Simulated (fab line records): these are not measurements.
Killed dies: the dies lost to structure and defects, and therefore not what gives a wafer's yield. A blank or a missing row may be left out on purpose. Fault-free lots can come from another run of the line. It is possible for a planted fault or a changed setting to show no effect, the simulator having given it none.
Chamber matching / flow n5_finfet / N5_BEOL_M2_ETCH_64 on rie_diel-03 has 4 sister chambers
The step etches SOC in N2/H2, target depth 75 nm, overetch 22.5 nm, time 121.9 s. 8 wafers are shown with their chamber, then 9 later ones without.

WAFERS PAIRED WITH THEIR CHAMBERS
wafer=L077.2; chamber=1; drypump_motor_current_A (A)=5.3; showerhead_plenum_p_Torr (Torr)=2.63
wafer=L077.3; chamber=0; drypump_motor_current_A (A)=5.6; showerhead_plenum_p_Torr (Torr)=2.46
wafer=L079.5; chamber=3; drypump_motor_current_A (A)=5.9; showerhead_plenum_p_Torr (Torr)=2.70
wafer=L086.5; chamber=2; drypump_motor_current_A (A)=6.1; showerhead_plenum_p_Torr (Torr)=2.51
wafer=L086.6; chamber=3; drypump_motor_current_A (A)=5.9; showerhead_plenum_p_Torr (Torr)=2.69
wafer=L087.3; chamber=2; drypump_motor_current_A (A)=6.1; showerhead_plenum_p_Torr (Torr)=2.51
wafer=L087.4; chamber=1; drypump_motor_current_A (A)=5.3; showerhead_plenum_p_Torr (Torr)=2.63
wafer=L087.5; chamber=0; drypump_motor_current_A (A)=5.5; showerhead_plenum_p_Torr (Torr)=2.45

WAFERS WITH NO CHAMBER GIVEN
wafer=L090.3; drypump_motor_current_A (A)=5.6; showerhead_plenum_p_Torr (Torr)=2.45
wafer=L090.4; drypump_motor_current_A (A)=5.3; showerhead_plenum_p_Torr (Torr)=2.62
wafer=L090.5; drypump_motor_current_A (A)=5.9; showerhead_plenum_p_Torr (Torr)=2.69
wafer=L095.1; drypump_motor_current_A (A)=5.6; showerhead_plenum_p_Torr (Torr)=2.44
wafer=L095.3; drypump_motor_current_A (A)=5.3; showerhead_plenum_p_Torr (Torr)=2.62
wafer=L095.6; drypump_motor_current_A (A)=5.9; showerhead_plenum_p_Torr (Torr)=2.68
wafer=L096.2; drypump_motor_current_A (A)=5.3; showerhead_plenum_p_Torr (Torr)=2.61
wafer=L096.5; drypump_motor_current_A (A)=5.3; showerhead_plenum_p_Torr (Torr)=2.61
wafer=L096.6; drypump_motor_current_A (A)=5.6; showerhead_plenum_p_Torr (Torr)=2.44

CHAMBER TAKEN BY EACH
wafer=L090.3; from the rows above=0; in truth=0
wafer=L090.4; from the rows above=1; in truth=1
wafer=L090.5; from the rows above=3; in truth=3
wafer=L095.1; from the rows above=0; in truth=0
wafer=L095.3; from the rows above=1; in truth=1
wafer=L095.6; from the rows above=3; in truth=3
wafer=L096.2; from the rows above=1; in truth=1
wafer=L096.5; from the rows above=1; in truth=1
wafer=L096.6; from the rows above=0; in truth=0
9 of 9 placed correctly. Number that these rows cannot place: 0. Wrongly placed: 0.
How it was worked out, from the rows above alone: a wafer's distance from a chamber is the root of the sum, over the readings, of the square of ((its reading less the chamber's mean) divided by the reading's scatter). If the next closest chamber is less than 2 further off than the closest, the wafer can't be placed; otherwise it belongs to the closest. The mean given for a chamber averages the wafers shown for that chamber. The scatter: take each reading less its chamber's mean, square it, sum over the shown wafers, divide by the number of wafers less the number of chambers, and take the root.
